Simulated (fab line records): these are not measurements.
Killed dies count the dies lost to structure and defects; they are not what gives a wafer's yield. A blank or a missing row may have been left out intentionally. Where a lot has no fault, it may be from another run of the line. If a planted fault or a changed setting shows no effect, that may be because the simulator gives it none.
Which tool is to blame?    flow nand harc    24 lots, 72 wafers sampled, at 6 steps of a route of 1302

== WHAT THE GAUGES SHOWED, per wafer ==
NHARC_A_CONTACT_CD_MEAS_42 targets a cd of 300 nm. Usual: cd nm at 299.9 nm, with a standard deviation of 0.59.
lot   measured      on         cd nm (nm)         flag
L074  day 21 05:11  cd sem-02  300.2 300.8 300.8  
L075  day 22 10:16  cd sem-02  300.3 300.2 300.0  
L078  day 22 19:32  cd sem-03  299.6 298.8 299.7  
L076  day 22 19:47  cd sem-01  299.6 299.2 299.5  
L077  day 23 04:54  cd sem-03  300.6 299.4 299.8  
L079  day 23 15:29  cd sem-03  299.5 299.2 298.5  
L080  day 24 09:07  cd sem-02  300.6 300.3 300.4  
L082  day 24 14:23  cd sem-03  300.5 300.6 300.0  
L081  day 24 15:13  cd sem-03  300.9 301.3 300.7  
L084  day 25 06:56  cd sem-02  300.0 299.6 300.1  
L083  day 25 11:51  cd sem-01  299.3 299.8 299.4  
L086  day 26 03:10  cd sem-01  299.5 300.3 299.8  
L087  day 26 10:01  cd sem-02  299.0 299.9 298.9  
L085  day 26 10:19  cd sem-03  299.7 300.3 300.5  
L088  day 26 16:22  cd sem-03  299.8 301.1 300.2  
L089  day 27 02:29  cd sem-01  299.5 300.3 299.8  
L090  day 27 17:05  cd sem-01  299.1 299.3 301.0  
L091  day 28 09:25  cd sem-03  299.9 300.5 300.4  
L092  day 28 22:50  cd sem-02  299.1 298.8 299.5  
L093  day 29 19:52  cd sem-02  299.4 299.7 299.0  
L095  day 30 01:38  cd sem-03  299.8 300.1 300.1  
L094  day 30 01:56  cd sem-02  300.3 300.0 300.5  
L096  day 30 05:47  cd sem-01  300.5 301.2 300.4  
L097  day 30 14:25  cd sem-03  299.7 300.1 299.4  

NHARC_A_CONTACT_CD_MEAS_80. Usual: cd nm at 289.5 nm, with a standard deviation of 0.81.
lot   measured      on         cd nm (nm)         flag
L074  day 21 22:06  cd sem-03  289.9 289.5 290.5  
L075  day 23 00:51  cd sem-03  287.8 287.7 287.1  
L078  day 23 13:08  cd sem-01  290.6 290.8 290.4  
L076  day 23 13:10  cd sem-03  290.1 289.8 290.1  
L077  day 23 21:09  cd sem-01  289.4 288.7 289.0  
L079  day 24 06:11  cd sem-01  289.2 288.6 289.4  
L080  day 25 00:48  cd sem-03  288.8 289.4 289.0  
L082  day 25 05:12  cd sem-03  290.1 290.6 290.2  
L081  day 25 08:26  cd sem-02  289.3 289.0 289.0  
L084  day 25 22:15  cd sem-02  289.8 290.1 290.2  
L083  day 26 02:39  cd sem-02  290.2 290.4 290.1  
L086  day 26 18:45  cd sem-03  289.4 289.2 288.9  
L087  day 27 03:55  cd sem-01  289.8 288.9 289.3  
L085  day 27 03:58  cd sem-03  290.4 291.0 290.2  
L088  day 27 11:55  cd sem-01  289.2 289.4 289.1  
L089  day 27 18:20  cd sem-03  288.7 288.4 288.3  
L090  day 28 07:29  cd sem-02  290.5 290.1 290.3  
L091  day 29 01:46  cd sem-01  289.9 290.5 290.2  
L092  day 29 14:05  cd sem-01  289.2 289.2 290.1  
L093  day 30 10:35  cd sem-01  287.7 288.0 288.0  
L095  day 30 17:52  cd sem-03  289.5 289.6 289.6  
L094  day 30 17:27  cd sem-02  289.8 290.0 289.7  
L096  day 30 23:24  cd sem-03  289.1 289.4 289.1  
L097  day 31 05:13  cd sem-01  290.2 290.6 289.8  

NHARC_A_CONTACT_OVL_MEAS_09. Usual: overlay x nm 0.3 nm, standard deviation 0.93; overlay y nm -0.2 nm, standard deviation 0.8.
lot   measured      on          overlay x nm (nm)  overlay y nm (nm)  flag
L074  day 22 01:35  overlay-02  0.2 0.8 0.7        -1.3 -1.8 -1.5     
L075  day 23 05:38  overlay-01  -0.9 -0.4 -0.7     1.1 0.3 0.6        
L078  day 23 18:40  overlay-02  -1.5 -1.6 -2.0     0.8 0.9 0.4        
L076  day 23 19:19  overlay-01  0.5 0.4 0.1        -0.1 0.8 -0.1      
L077  day 24 00:46  overlay-02  0.0 0.5 -0.1       -0.5 -1.2 -1.3     
L079  day 24 09:44  overlay-02  1.7 2.1 1.8        0.0 0.2 0.3        
L080  day 25 08:53  overlay-01  0.8 1.4 1.3        1.3 1.3 1.5        
L082  day 25 10:35  overlay-02  -0.3 -0.2 0.0      -0.9 -0.1 -1.0     
L081  day 25 14:03  overlay-02  0.8 0.0 0.7        -2.5 -1.5 -1.6     
L084  day 26 02:35  overlay-01  0.1 -0.4 -0.3      -0.5 -0.5 -1.0     
L083  day 26 06:15  overlay-01  1.2 1.2 1.4        0.1 0.5 -0.2       
L086  day 27 02:50  overlay-01  1.3 0.7 0.7        -0.2 -0.7 -0.3     
L087  day 27 10:21  overlay-01  -1.0 -0.9 -1.3     0.0 -0.1 -0.1      
L085  day 27 10:46  overlay-01  0.7 0.7 0.7        0.0 0.6 -0.2       
L088  day 27 15:32  overlay-02  1.0 1.1 0.8        0.0 0.3 0.0        
L089  day 27 23:46  overlay-01  0.8 0.9 0.9        -1.3 -1.3 -1.1     
L090  day 28 12:40  overlay-02  0.8 1.3 1.0        1.4 1.4 1.2        
L091  day 29 05:17  overlay-02  -1.2 -1.7 -1.2     0.7 0.2 0.6        
L092  day 29 20:28  overlay-02  1.1 1.0 0.5        0.3 0.7 0.3        
L093  day 30 16:14  overlay-01  0.4 0.1 1.1        -1.2 -0.7 -1.3     
L095  day 30 22:11  overlay-01  -0.2 -0.4 -0.5     0.5 0.8 0.0        
L094  day 30 21:06  overlay-02  -1.3 -1.1 -0.9     -1.5 -1.2 -0.8     
L096  day 31 03:40  overlay-02  0.4 -0.1 0.2       0.0 -0.1 0.1       
L097  day 31 09:56  overlay-02  1.1 1.4 1.2        -0.9 -0.3 -0.6     

== EACH LOT AND THE TOOL THAT RAN IT (in order: tool; ch and the chambers of the sampled wafers; start) ==
lot   NHARC_A_CONTACT_ETCH_116              NHARC_A_CONTACT_ETCH_132              NHARC_A_CONTACT_STRIP_82
L074  har cap etch-02 ch 0,1, day 21 08:07  har cap etch-02 ch 0,1, day 21 20:57  rie diel-05 ch 0,2,3, day 22 01:35 or earlier
L075  har cap etch-01 ch 0,1, day 22 13:09  har cap etch-01 ch 0,1, day 22 23:39  rie diel-05 ch 0,2, day 23 05:38 or earlier
L078  har cap etch-02 ch 0,1, day 22 22:26  har cap etch-03 ch 0,1, day 23 11:58  rie diel-10 ch 0,1,2, day 23 18:40 or earlier
L076  har cap etch-03 ch 0,1, day 22 22:40  har cap etch-01 ch 0,1, day 23 12:01  rie diel-05 ch 0,1, day 23 19:19 or earlier
L077  har cap etch-02 ch 0,1, day 23 07:51  har cap etch-03 ch 0,1, day 23 20:01  rie diel-05 ch 2,3, day 24 00:46 or earlier
L079  har cap etch-02 ch 0,1, day 23 18:23  har cap etch-01 ch 0,1, day 24 04:59  rie diel-05 ch 1,2,3, day 24 09:44 or earlier
L080  har cap etch-02 ch 0,1, day 24 12:01  har cap etch-02 ch 0, day 24 23:38    rie diel-05 ch 0,3, day 25 08:53 or earlier
L082  har cap etch-01 ch 0,1, day 24 17:16  har cap etch-01 ch 0,1, day 25 03:50  rie diel-10 ch 0,2,3, day 25 10:35 or earlier
L081  har cap etch-03 ch 1, day 24 18:07    har cap etch-03 ch 0,1, day 25 07:16  rie diel-10 ch 0,3, day 25 14:03 or earlier
L084  har cap etch-02 ch 0,1, day 25 10:16  har cap etch-03 ch 0,1, day 25 21:05  rie diel-05 ch 0,1,2, day 26 02:35 or earlier
L083  har cap etch-01 ch 0,1, day 25 14:49  har cap etch-01 ch 0,1, day 26 01:28  rie diel-05 ch 0,1,2, day 26 06:15 or earlier
L086  har cap etch-03 ch 0,1, day 26 06:26  har cap etch-01 ch 0,1, day 26 17:36  rie diel-05 ch 0,1,2, day 27 02:50 or earlier
L087  har cap etch-02 ch 0, day 26 13:20    har cap etch-03 ch 0,1, day 27 02:43  rie diel-03 ch 1,2,3, day 27 10:21 or earlier
L085  har cap etch-03 ch 0,1, day 26 13:36  har cap etch-01 ch 0,1, day 27 02:45  rie diel-05 ch 0,1,3, day 27 10:46 or earlier
L088  har cap etch-02 ch 0,1, day 26 19:39  har cap etch-01 ch 0,1, day 27 10:43  rie diel-05 ch 1,2, day 27 15:32 or earlier
L089  har cap etch-03 ch 0,1, day 27 05:22  har cap etch-01 ch 0,1, day 27 17:04  rie diel-10 ch 0,1,3, day 27 23:46 or earlier
L090  har cap etch-03 ch 0,1, day 27 20:02  har cap etch-02 ch 0,1, day 28 06:21  rie diel-10 ch 1,2,3, day 28 12:40 or earlier
L091  har cap etch-03 ch 0,1, day 28 12:19  har cap etch-02 ch 0,1, day 29 00:35  rie diel-05 ch 1,2, day 29 05:17 or earlier
L092  har cap etch-03 ch 0,1, day 29 01:46  har cap etch-02 ch 0,1, day 29 12:52  rie diel-03 ch 0,1, day 29 20:28 or earlier
L093  har cap etch-01 ch 0,1, day 29 22:55  har cap etch-03 ch 0,1, day 30 09:24  rie diel-05 ch 1,2, day 30 16:14 or earlier
L095  har cap etch-02 ch 0,1, day 30 04:55  har cap etch-03 ch 0,1, day 30 16:44  rie diel-05 ch 0,2,3, day 30 22:11 or earlier
L094  har cap etch-03 ch 0,1, day 30 04:52  har cap etch-02 ch 0, day 30 16:11    rie diel-03 ch 1,2,3, day 30 21:06 or earlier
L096  har cap etch-01 ch 0,1, day 30 08:41  har cap etch-03 ch 0,1, day 30 21:48  rie diel-05 ch 0,1,3, day 31 03:40 or earlier
L097  har cap etch-01 ch 0,1, day 30 17:20  har cap etch-03 ch 0,1, day 31 04:04  rie diel-05 ch 0,2,3, day 31 09:56 or earlier
- NHARC_A_CONTACT_ETCH_116: etches the open film in C4F8/O2/Ar, time 190 s, target depth 1850 nm.
- NHARC_A_CONTACT_ETCH_132: etches the open film in C4F8/O2/Ar, time 197 s, target depth 1924 nm.
- NHARC_A_CONTACT_STRIP_82: strips in O2.

== WHAT THE TOOLS THEMSELVES READ (means of the sampled wafers that have a number; where no wafer has one, the mark that the record gives instead) ==
NHARC_A_CONTACT_STRIP_82. Usual: drypump motor current A 5.5 A, standard deviation 0.45; oes product au 1.001 a.u., standard deviation 0.0082; rf vpp V 57.7 V, standard deviation 0.87; showerhead plenum p Torr 3.52 Torr, standard deviation 0.13; throttle valve pct 17.036 %, standard deviation 0.0089.
lot   tool         drypump motor current A (A)  oes product au (a.u.)  rf vpp V (V)  showerhead plenum p Torr (Torr)  throttle valve pct (%)  flag
L074  rie diel-05  5.4                          1.013                  57.6          3.46                             17.031                  
L075  rie diel-05  5.7                          0.997                  58.0          3.50                             17.041                  
L078  rie diel-10  6.1                          1.004                  57.3          3.54                             17.030                  
L076  rie diel-05  5.5                          1.010                  57.8          3.53                             17.044                  
L077  rie diel-05  5.4                          1.009                  58.0          3.48                             17.032                  
L079  rie diel-05  5.4                          1.003                  58.4          3.54                             17.035                  
L080  rie diel-05  5.1                          1.008                  57.7          3.42                             17.038                  
L082  rie diel-10  5.4                          1.001                  57.9          3.60                             17.042                  
L081  rie diel-10  5.0                          1.000                  58.2          3.53                             17.032                  
L084  rie diel-05  5.6                          1.000                  58.1          3.55                             17.041                  
L083  rie diel-05  5.6                          1.002                  57.8          3.55                             17.031                  
L086  rie diel-05  5.6                          0.994                  57.1          3.55                             17.038                  
L087  rie diel-03  5.6                          1.011                  58.3          3.58                             17.027                  
L085  rie diel-05  5.3                          1.001                  57.4          3.51                             17.043                  
L088  rie diel-05  5.6                          0.997                  58.5          3.62                             17.033                  
L089  rie diel-10  5.5                          1.004                  57.2          3.46                             17.042                  
L090  rie diel-10  5.8                          1.001                  57.5          3.52                             17.036                  
L091  rie diel-05  5.7                          0.992                  57.4          3.56                             17.038                  
L092  rie diel-03  6.2                          0.998                  57.5          3.63                             17.037                  
L093  rie diel-05  5.7                          0.996                  57.7          3.56                             17.034                  
L095  rie diel-05  5.4                          0.994                  57.4          3.44                             17.037                  
L094  rie diel-03  5.6                          0.985                  57.9          3.56                             17.046                  
L096  rie diel-05  5.3                          1.003                  57.5          3.50                             17.040                  
L097  rie diel-05  5.4                          1.000                  57.6          3.44                             17.029                  

== THE ANSWER, worked out from the rows above alone ==
Rule: lot off if the mean of its wafers having a number is beyond 3 standard deviations from the usual mean. Also off: a lot with no number at a reading for which 4 or more lots have one. The other lots that the step has rows for count as sound. Order of review: gauges by route order, followed by the tools' own readings, for which a lot's mean as printed above is used. At the first step where some lot is off, the reading lying furthest off is the one used; lots without a number count as furthest.
Across all readings shown, no lot is off: no conclusion can be drawn from this.

== WHAT THE SIMULATOR HAD INSERTED ==
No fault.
